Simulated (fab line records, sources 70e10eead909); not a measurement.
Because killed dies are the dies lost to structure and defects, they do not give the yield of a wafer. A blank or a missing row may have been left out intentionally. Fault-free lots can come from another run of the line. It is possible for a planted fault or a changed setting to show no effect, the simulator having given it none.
A lot that was struck, set against a sound lot	flow nand harc	32 out of 1302 route steps
Sound: these wafers, L691.1, L691.3, L691.4. The struck wafers were L679.2, L679.3, L679.4. Last of all comes the cause.
Each step with rows lists, per side, the tool, then ch with its chambers, then its first start. Under that, the readings that differ: sound wafers	struck wafers	difference of the means	sigmas: that difference in standard deviations of wafers without a fault.
alike: same words and numbers on both sides, and readings whose means sit less than 2 such deviations apart. not compared: any withheld reading, any reading some wafer has no value for, any bound like >300 that may hide the same value, and any number with overlapping values for which the record gives no deviation.
The two part at a step that has a row with sigmas, a row that says differs or no value, or rows on one side only. Numbers that have no deviation but don't overlap get no sigmas and don't part them. A reading missing from all wafers of one side parts the sides only when that side holds two or more wafers.

first, 9 steps without rows for these wafers: NHARC_A_CHANNEL_HOLE_D2_COAT_37 (time 65 s); NHARC_A_CHANNEL_HOLE_D2_COAT_04 (resist thk 90 nm); NHARC_A_CHANNEL_HOLE_D2_SOFTBAKE_05 (time 55 s); NHARC_A_CHANNEL_HOLE_D2_EBR_06; NHARC_A_CHANNEL_HOLE_D2_EXPOSE_07 (exposes mask HOLE D2, target cd 100 nm); NHARC_A_CHANNEL_HOLE_D2_PEB_08 (peb time 65 s); NHARC_A_CHANNEL_HOLE_D2_DEVELOP_09 (develop time 35 s); NHARC_A_CHANNEL_HOLE_D2_DESCUM_15 (chemistry O2, time 3 s); NHARC_A_CHANNEL_HOLE_D2_ETCH_38 (etches the open film in CF4, target depth 39 nm, time 65 s).
NHARC_A_CHANNEL_HOLE_D2_ETCH_39: etches the open film in N2/H2, target depth 260 nm, time 325 s.
  sound on rie diel-02 ch 0,1,2, day 22 07:54; struck on rie diel-04 ch 0,1,2, day 17 16:31
reading	sound	struck	difference	sigmas
rf hours counter h (h)	7.7 7.1 7.5	2.3 2.0 2.2	-5.3	
  alike: bias w, drypump motor current A, oes product au, rf vpp V, showerhead plenum p Torr, throttle valve pct
then, 19 steps without rows for these wafers: NHARC_A_CHANNEL_HOLE_D2_ETCH_34 (etches the open film in CF4/CHF3, target depth 154 nm, time 77 s); NHARC_A_CHANNEL_HOLE_D2_ETCH_16 (etches the open film in O2/COS, target depth 3100 nm, time 806 s); NHARC_A_CHANNEL_HOLE_D2_ETCH_19 (etches the open film in C4F8/O2/Ar, time 34.5 s); NHARC_A_CHANNEL_HOLE_D2_ETCH_20 (etches the open film in C4F8/O2/Ar, time 361.9 s, target depth 1600 nm); NHARC_A_CHANNEL_HOLE_D2_ETCH_21 (etches the open film in C4F8/O2/Ar, time 514.3 s, target depth 1600 nm); NHARC_A_CHANNEL_HOLE_D2_ETCH_22 (etches the open film in C4F8/O2/Ar, time 666.7 s, target depth 1600 nm); NHARC_A_CHANNEL_HOLE_D2_ETCH_23 (etches the open film in C4F8/O2/Ar, time 819 s, target depth 1600 nm); NHARC_A_CHANNEL_HOLE_D2_ETCH_24 (etches the open film in C4F8/O2/Ar, time 906.2 s, target depth 1500 nm); NHARC_A_CHANNEL_HOLE_D2_ETCH_25 (etches the open film in C4F8/O2/Ar, time 1040.2 s, target depth 1500 nm); NHARC_A_CHANNEL_HOLE_D2_ETCH_26 (etches the open film in C4F8/O2/Ar, time 224.1 s, target depth 300 nm); NHARC_A_CHANNEL_HOLE_D2_ETCH_27 (etches the open film in C4F8/O2/Ar, time 90 s, target depth 400 nm); NHARC_A_CHANNEL_HOLE_D2_STRIP_41 (strips in N2/H2); NHARC_A_CHANNEL_HOLE_D2_STRIP_42 (strips in CF4/CHF3); NHARC_A_CHANNEL_HOLE_D2_STRIP_43 (strips in O2/COS); NHARC_A_CHANNEL_HOLE_D2_ETCH_44 (etches the open film in CF4/O2, target depth 140 nm, overetch 14 nm, time 77 s); NHARC_A_CHANNEL_HOLE_D2_STRIP_28 (strips in O2); NHARC_A_CHANNEL_HOLE_D2_PRECLEAN_29 (cleans in SC1); NHARC_A_CHANNEL_HOLE_D2_SRD_30; NHARC_A_CHANNEL_HOLE_D2_XSEM_32.
NHARC_A_CHANNEL_HOLE_D2_INSPECT_40:
  struck on defect inspect-01, day 17 23:16; sound on defect inspect-01, day 22 15:58
reading	sound	struck	difference	sigmas
raw defect count	336 464 508	842 748 845	+376	+4
then, 1 step without rows for these wafers: NHARC_A_CHANNEL_FILL_D2_PRECLEAN_00 (cleans in SC1).
-- record jumps: 11 days between struck wafers' starts before vs after; left off in module A_CHANNEL_FILL_D2, resumes in module END, first step shown is number 1302 of the route --
NHARC_END_SORT_01:
  at this point the record logs the struck wafers (prober-02 ch 0, day 28 16:28) and has no rows for the sound ones

## WHERE THEY PART
First at NHARC_A_CHANNEL_HOLE_D2_INSPECT_40; last, within this record, at NHARC_END_SORT_01.

WHY: what the simulator had put in
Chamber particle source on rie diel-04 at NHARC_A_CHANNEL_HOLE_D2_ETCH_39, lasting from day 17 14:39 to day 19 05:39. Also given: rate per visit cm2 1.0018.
